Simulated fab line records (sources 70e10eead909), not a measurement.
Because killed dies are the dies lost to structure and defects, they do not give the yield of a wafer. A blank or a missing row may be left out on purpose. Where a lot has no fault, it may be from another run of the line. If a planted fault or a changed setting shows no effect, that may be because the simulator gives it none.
Matching of chambers | flow nand_harc | NHARC_A_WL_FILL_STRIP_29 on rie_diel-02 has 4 sister chambers
The step strips in O2, time 20 s. 20 wafers are shown with their chamber, then 10 later ones without.

== WAFERS WITH THEIR CHAMBER ==
wafer  | chamber | showerhead_plenum_p_Torr (Torr) | drypump_motor_current_A (A) | oes_product_au (a.u.)
L075.2 | 3       | 3.66                            | 5.4                         | 0.993
L075.3 | 0       | 3.69                            | 5.2                         | 1.020
L075.4 | 2       | 3.36                            | 6.0                         | 1.014
L077.1 | 1       | 3.60                            | 6.1                         | 0.999
L077.4 | 2       | 3.36                            | 6.0                         | 1.019
L077.6 | 0       | 3.69                            | 5.2                         | 1.019
L078.2 | 1       | 3.60                            | 6.1                         | 1.000
L078.3 | 0       | 3.69                            | 5.2                         | 1.012
L078.6 | 0       | 3.69                            | 5.1                         | 1.018
L081.2 | 2       | 3.36                            | 6.0                         | 1.018
L081.4 | 3       | 3.66                            | 5.4                         | 0.993
L081.5 | 0       | 3.69                            | 5.2                         | 1.026
L082.3 | 2       | 3.36                            | 6.0                         | 1.026
L082.5 | 2       | 3.36                            | 6.0                         | 1.018
L082.6 | 1       | 3.60                            | 6.1                         | 1.012
L086.1 | 2       | 3.36                            | 6.0                         | 1.018
L086.2 | 1       | 3.60                            | 6.1                         | 1.006
L086.4 | 0       | 3.68                            | 5.2                         | 1.022
L088.2 | 1       | 3.60                            | 6.1                         | 1.020
L088.3 | 0       | 3.68                            | 5.2                         | 1.020

SIGNATURES, as means of the wafers listed above
reading                  | chamber 0 | chamber 1 | chamber 2 | chamber 3 | scatter within a chamber
showerhead_plenum_p_Torr | 3.6871    | 3.6000    | 3.3600    | 3.6600    | 0.00299
drypump_motor_current_A  | 5.186     | 6.100     | 6.000     | 5.400     | 0.0231
oes_product_au           | 1.01957   | 1.00740   | 1.01883   | 0.99300   | 0.00554
Rule: for a wafer and a chamber, the distance is found by dividing, reading by reading, the gap between the wafer's reading and the chamber's mean by the reading's scatter, squaring, summing and taking the root. The wafer belongs to the nearest chamber; if the next one is less than 2 further off, it can't be placed. How the scatter is found: for the shown wafers, subtract from each reading the mean of its chamber, square and add these, divide the total by (wafers less chambers), then take the root.

== WAFERS WITH NO CHAMBER GIVEN ==
wafer  | showerhead_plenum_p_Torr (Torr) | drypump_motor_current_A (A) | oes_product_au (a.u.)
L088.4 | 3.36                            | 6.0                         | 1.019
L091.1 | 3.60                            | 6.1                         | 1.015
L091.3 | 3.66                            | 5.4                         | 0.996
L091.4 | 3.36                            | 6.0                         | 1.024
L092.1 | 3.60                            | 6.1                         | 1.011
L092.2 | 3.68                            | 5.2                         | 1.015
L092.5 | 3.60                            | 6.1                         | 1.006
L095.1 | 3.66                            | 5.4                         | 0.997
L095.2 | 3.68                            | 5.1                         | 1.001
L095.4 | 3.60                            | 6.1                         | 0.995

== THE CHAMBER EACH PASSED THROUGH ==
wafer  | from the rows above | in truth
L088.4 | 2                   | 2
L091.1 | 1                   | 1
L091.3 | 3                   | 3
L091.4 | 2                   | 2
L092.1 | 1                   | 1
L092.2 | 0                   | 0
L092.5 | 1                   | 1
L095.1 | 3                   | 3
L095.2 | 0                   | 0
L095.4 | 1                   | 1
10 of 10 placed correctly. Left unplaced by these rows: 0. Number placed wrongly: 0.
